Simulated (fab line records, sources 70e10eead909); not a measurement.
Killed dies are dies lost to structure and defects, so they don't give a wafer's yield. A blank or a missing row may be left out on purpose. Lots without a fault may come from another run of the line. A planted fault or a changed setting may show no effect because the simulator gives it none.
Chamber matching | flow nand_harc | NHARC_A_M0_PRE_CLEAN_31 on pecvd-04: 3 sister chambers
The step time 12 s. 22 wafers are shown with their chamber, then 11 later ones without.

WAFERS WITH THEIR CHAMBER
wafer  | chamber | heater_power_w (W)
L076.1 | 1       | 686
L076.4 | 0       | 602
L076.6 | 1       | 699
L080.3 | 2       | 676
L080.4 | 2       | 682
L080.5 | 0       | 657
L083.1 | 1       | 615
L083.3 | 2       | 700
L083.5 | 0       | 681
L087.1 | 2       | 733
L087.2 | 1       | 697
L087.4 | 2       | 735
L085.1 | 2       | 701
L085.3 | 1       | 620
L085.5 | 0       | 652
L089.3 | 2       | 629
L089.4 | 2       | 643
L089.5 | 0       | 629
L092.1 | 2       | 685
L092.4 | 0       | 590
L092.5 | 1       | 608
L094.1 | 0       | 674

SIGNATURES (means of the wafers above)
reading        | chamber 0 | chamber 1 | chamber 2 | scatter within a chamber
heater_power_w | 640.71    | 654.17    | 687.11    | 37.9
Rule: a wafer's distance from a chamber is the root of the sum, over the readings, of the square of ((its reading less the chamber's mean) divided by the reading's scatter). The wafer belongs to the nearest chamber; if the next one is less than 2 further off, it can't be placed. The scatter: the root of (the sum of the squares of (reading less its chamber's mean) over the shown wafers, divided by (wafers less chambers)).

WAFERS WITHOUT THEIR CHAMBER
wafer  | heater_power_w (W)
L094.2 | 643
L094.5 | 665
L094.3 | 667
L094.4 | 690
L094.6 | 617
L093.2 | 658
L093.4 | 732
L093.6 | 572
L097.1 | 694
L097.4 | 642
L097.5 | 637

WHICH CHAMBER EACH WENT THROUGH
wafer  | from the rows above          | in truth
L094.2 | can't be placed: 0 or 1 or 2 | 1
L094.5 | can't be placed: 1 or 2 or 0 | 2
L094.3 | can't be placed: 1 or 2 or 0 | 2
L094.4 | can't be placed: 2 or 1 or 0 | 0
L094.6 | can't be placed: 0 or 1 or 2 | 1
L093.2 | can't be placed: 1 or 0 or 2 | 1
L093.4 | can't be placed: 2 or 1 or 0 | 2
L093.6 | can't be placed: 0 or 1 or 2 | 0
L097.1 | can't be placed: 2 or 1 or 0 | 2
L097.4 | can't be placed: 0 or 1 or 2 | 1
L097.5 | can't be placed: 0 or 1 or 2 | 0
Placed correctly: 0 of 11. Can't be placed from these rows: 11 (the true chamber is among the candidates in 11). Placed wrongly: 0.
